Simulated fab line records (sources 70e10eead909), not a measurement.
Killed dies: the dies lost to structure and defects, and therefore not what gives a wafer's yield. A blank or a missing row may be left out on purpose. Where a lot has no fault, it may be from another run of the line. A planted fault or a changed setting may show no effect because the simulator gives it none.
Chamber matching    flow nand_harc    NHARC_A_STAIRCASE_STRIP_476 on rie_diel-08: 4 sister chambers
The step strips in O2, time 20 s. 20 wafers are shown with their chamber, then 10 later ones without.

== WAFERS PAIRED WITH THEIR CHAMBERS ==
wafer   chamber  showerhead_plenum_p_Torr (Torr)  drypump_motor_current_A (A)  oes_product_au (a.u.)
L074.1  2        3.49                             6.2                          0.989
L074.4  0        3.49                             5.7                          0.996
L074.5  1        3.36                             6.5                          0.996
L078.1  2        3.48                             6.3                          0.985
L078.2  3        3.46                             6.3                          0.995
L078.6  1        3.36                             6.5                          1.003
L077.4  1        3.36                             6.5                          0.989
L077.5  3        3.46                             6.4                          0.982
L077.6  2        3.48                             6.3                          0.981
L081.2  1        3.36                             6.4                          0.994
L081.3  0        3.49                             5.7                          0.991
L081.5  1        3.36                             6.5                          0.996
L080.1  1        3.36                             6.4                          0.999
L080.2  2        3.48                             6.3                          0.995
L080.6  2        3.48                             6.3                          0.983
L083.1  1        3.35                             6.5                          0.996
L083.3  0        3.49                             5.7                          0.992
L083.5  1        3.35                             6.4                          1.002
L087.4  1        3.35                             6.4                          0.995
L087.5  1        3.35                             6.4                          0.998

SIGNATURES (averages over the wafers above)
reading                   chamber 0  chamber 1  chamber 2  chamber 3  scatter within a chamber
showerhead_plenum_p_Torr  3.4900     3.3560     3.4820     3.4600     0.00447
drypump_motor_current_A   5.700      6.450      6.280      6.350      0.0487
oes_product_au            0.99300    0.99680    0.98660    0.98850    0.00479
Rule: a wafer lies at a distance from a chamber equal to the root of the sum of squares, over the readings, of (its reading less the chamber's mean, divided by the reading's scatter). If the next closest chamber is less than 2 further off than the closest, the wafer can't be placed; otherwise it belongs to the closest. How the scatter is found: for the shown wafers, subtract from each reading the mean of its chamber, square and add these, divide the total by (wafers less chambers), then take the root.

== WAFERS WITH NO CHAMBER GIVEN ==
wafer   showerhead_plenum_p_Torr (Torr)  drypump_motor_current_A (A)  oes_product_au (a.u.)
L087.6  3.48                             6.3                          1.000
L088.3  3.45                             6.3                          0.986
L088.4  3.35                             6.5                          0.997
L088.6  3.45                             6.3                          0.990
L096.1  3.47                             5.7                          0.990
L096.3  3.34                             6.4                          0.999
L096.5  3.44                             6.3                          1.004
L095.2  3.44                             6.4                          0.997
L095.4  3.47                             5.7                          0.981
L095.6  3.47                             5.6                          0.988

== THE CHAMBER EACH PASSED THROUGH ==
wafer   from the rows above  in truth
L087.6  2                    2
L088.3  3                    3
L088.4  1                    1
L088.6  3                    3
L096.1  0                    0
L096.3  1                    1
L096.5  3                    3
L095.2  3                    3
L095.4  0                    0
L095.6  0                    0
Correctly placed: 10 of 10. From these rows, 0 cannot be placed. 0 placed wrongly.
